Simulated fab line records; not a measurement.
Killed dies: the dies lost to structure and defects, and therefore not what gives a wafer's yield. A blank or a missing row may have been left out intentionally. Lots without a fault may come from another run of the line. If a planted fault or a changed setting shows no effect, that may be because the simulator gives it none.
Comparing a struck lot with a sound one :: flow n5 finfet :: 46 steps out of a route of 1938
Sound: wafers L146.1, L146.4, L146.6. Struck: wafer L168.6. The cause is given at the end.
At each step with rows: each side's tool, then ch and its chambers, then its first start. Under that, the readings that differ: sound wafers :: struck wafers :: difference of the means :: sigmas: that difference in standard deviations of wafers without a fault.
alike: same words and numbers on both sides, and readings whose means sit less than 2 such deviations apart. not compared: any withheld reading, any reading some wafer has no value for, any bound like >300 that may hide the same value, and any number with overlapping values for which the record gives no deviation.
Wherever a step has rows on one side only, a row that says differs or no value, or a row with sigmas, the two part there. Numbers that have no deviation but don't overlap get no sigmas and don't part them. A reading that every wafer of one side lacks parts them only if that side has two wafers or more.

N5_BEOL_M2_INSPECT_30: inspects for defects (brightfield).
  sound on defect inspect-02 at day 6 15:40; struck on defect inspect-01 at day 12 16:56
  alike: raw defect count
N5_BEOL_M2_DESCUM_33: chemistry O2, time 7 s.
  sound on rie diel-05 ch 1,3, day 6 15:42; struck on rie diel-01 ch 1, day 12 16:59
reading: rf vpp V (V)
sound: 241.3 243.0 242.9
struck: 245.7
difference: +3.3
sigmas: +2
  alike: drypump motor current A, oes product au, showerhead plenum p Torr, temp c, throttle valve pct
  not compared: rf hours counter h
then, 10 steps without rows for these wafers: N5_BEOL_M2_ETCH_77 (etches underlayer in N2/H2, target depth 6.5 nm, time 5.2 s); N5_BEOL_M2_ETCH_69 (etches SiARC in CF4, target depth 15.6 nm, time 26 s); N5_BEOL_M2_ALD_98 (deposits SiO2, target thk 2.5 nm, pulse time 1 s, co reactant pulse time 1 s); N5_BEOL_M2_ETCHBACK_99 (etches SiO2 in CHF3, target depth 5 nm, time 10.4 s); N5_BEOL_M2_ETCH_70 (etches SOC in N2/H2, target depth 80 nm, overetch 24 nm, time 130 s); N5_BEOL_M2_STRIP_71 (strips in N2/H2); N5_BEOL_M2_STRIP_78 (strips in N2/H2); N5_BEOL_M2_VIA_ETCH_34 (etches the open film in C4F6/O2, target depth 69.4 nm, time 65.9 s); N5_BEOL_M2_STRIP_83 (strips in C4F6/O2); N5_BEOL_M2_STRIP_36 (strips in N2/H2).
N5_BEOL_M2_TRENCH_ETCH_37: etches SiOC in C4F6/O2, target depth 55.555 nm, time 29.2 s.
  sound on rie diel-01 ch 0,2, day 7 06:10; struck on rie diel-01 ch 0, day 12 18:41
reading: oes product au (a.u.)
sound: 0.72 0.69 0.72
struck: 0.95
difference: +0.24
sigmas: +3

reading: model.etch.depth nm (nm)
sound: 55.25 55.77 55.44
struck: 53.05
difference: -2.44
sigmas: 

reading: model.BEOL_M2.feature depth nm (nm)
sound: 55.2 55.8 55.4
struck: 53
difference: -2
sigmas: 
  alike: C4F6_flow_sccm, drypump motor current A, rf vpp V, showerhead plenum p Torr, throttle valve pct
  not compared: rf hours counter h
then, 2 steps without rows for these wafers: N5_BEOL_M2_ETCH_41 (etches SiCN in CH3F/O2, target depth 29.9 nm, time 52.5 s); N5_BEOL_M2_STRIP_97 (strips in N2/H2, time 10 s).
N5_BEOL_M2_OCD_MEAS_38:
  sound on ocd-02 at day 7 06:20; struck on ocd-02 at day 12 18:50
  alike: trench depth nm
then, 4 steps without rows for these wafers: N5_BEOL_M2_HM_STRIP_39 (strips TiN in peroxide tin strip, target depth 25 nm, time 158 s); N5_BEOL_M2_SRD_40 (time 30 s); N5_BEOL_M2_PRECLEAN_42 (cleans in residue remover, time 60 s); N5_BEOL_M2_SRD_43 (time 30 s).
N5_BEOL_M2_CD_MEAS_35: target cd 18 nm, target cd y 22.2 nm.
  sound on cd sem-03 at day 7 06:29; struck on cd sem-02 at day 12 18:59
  alike: cd nm
then, 5 steps without rows for these wafers: N5_BEOL_M2_DEGAS_44 (time 60 s); N5_BEOL_M2_PRE_CLEAN_45 (time 30 s); N5_BEOL_M2_ALD_84 (deposits TaN, pulse time 2 s, purge time 3 s, co reactant purge time 2 s); N5_BEOL_M2_SURFACE_TREAT_85; N5_BEOL_M2_CVD_47 (deposits Co from CCTBA/H2, target thk 3 nm, time 223.8 s).
N5_BEOL_M2_SPUTTER_48: material Cu, target thk 4.5 nm, time 8.29 s.
  sound on pvd sputter-03 at day 7 08:11; struck on pvd sputter-03 at day 12 20:22
reading: throttle valve pct (%)
sound: 29.3 28.6 29.1
struck: 31.0
difference: +2.0
sigmas: +2
  alike: chuck gas flow sccm
then, 2 steps without rows for these wafers: N5_BEOL_M2_ANNEAL_49 (time 240 s); N5_BEOL_M2_SPUTTER_79 (material Cu, target thk 4.5 nm, time 8.29 s).
N5_BEOL_M2_ANNEAL_80: time 240 s.
  sound on pvd sputter-03 at day 7 08:29; struck on pvd sputter-03 at day 12 20:41
  alike: heater power w, susceptor_temp_C_max
then, 3 steps without rows for these wafers: N5_BEOL_M2_SPUTTER_81 (material Cu, target thk 4.5 nm, time 8.29 s); N5_BEOL_M2_ANNEAL_82 (time 240 s); N5_BEOL_M2_SPUTTER_86 (material Cu, target thk 4.5 nm, time 8.29 s).
N5_BEOL_M2_ANNEAL_87: time 240 s.
  sound on pvd sputter-03 at day 7 08:55; struck on pvd sputter-03 at day 12 21:08
  alike: heater power w, susceptor_temp_C_max
then, 1 step without rows for these wafers: N5_BEOL_M2_SPUTTER_88 (material Cu, target thk 4.5 nm, time 8.29 s).
N5_BEOL_M2_ANNEAL_89: time 240 s.
  sound on pvd sputter-03 at day 7 09:08; struck on pvd sputter-03 at day 12 21:21
  alike: heater power w, susceptor_temp_C_max
then, 6 steps without rows for these wafers: N5_BEOL_M2_SPUTTER_90 (material Cu, target thk 4.5 nm, time 8.29 s); N5_BEOL_M2_ANNEAL_91 (time 240 s); N5_BEOL_M2_SPUTTER_92 (material Cu, target thk 4.5 nm, time 8.29 s); N5_BEOL_M2_ANNEAL_93 (time 240 s); N5_BEOL_M2_SPUTTER_94 (material Cu, target thk 4.5 nm, time 8.29 s); N5_BEOL_M2_ANNEAL_95 (time 240 s).
N5_BEOL_M2_CMP_52: polishes, stops on SiOC, t overpolish 6.8 s, target thk 40 nm.
  sound on cmp-03 ch 0,1,3, day 7 10:42; struck on cmp-02 ch 3, day 12 22:55
reading: time to endpoint s (s)
sound: 64 66 63
struck: 53
difference: -11
sigmas: -3

reading: model.Cu_of_BEOL_M2_ECD_50.thk nm (nm)
sound: 39.8 42.4 41.2
struck: 35.2
difference: -5.9
sigmas: 
  alike: barrier field endpoint s, clearing platen down force psi, motor current A, overpolish run s
N5_BEOL_M2_RS_MEAS_58: the measuring method here is four-point-probe.
  sound on film metro-01 at day 7 11:11; struck on film metro-02 at day 12 23:17
reading: M2_RS (ohm/sq)
sound: 0.67 0.62 0.64
struck: 0.79
difference: +0.15
sigmas: +4
-- the record jumps here: 2 days lie between the struck wafers' starts before and after (it left off in module BEOL_M2 and takes up again in module BEOL_M4, whose first step shown is number 1111 of the route) --
N5_BEOL_M4_RC_MEAS_101:
  sound on prober-02 ch 0, day 9 02:13; struck on prober-02 ch 0, day 15 04:06
  alike: DIBL_N, DIBL_P, IOFF_N, IOFF_P, ION_N, ION_P, SS_N, SS_P, VT_N, VT_P
after that, 1 step had no rows for these wafers: N5_PASSIVATION_PROBE_49.

== WHERE THEY PART ==
First at N5_BEOL_M2_DESCUM_33; last, within this record, at N5_BEOL_M2_RS_MEAS_58. Later steps at which nothing parts them and some readings are alike: N5_BEOL_M4_RC_MEAS_101.

WHY: whatever the simulator had introduced
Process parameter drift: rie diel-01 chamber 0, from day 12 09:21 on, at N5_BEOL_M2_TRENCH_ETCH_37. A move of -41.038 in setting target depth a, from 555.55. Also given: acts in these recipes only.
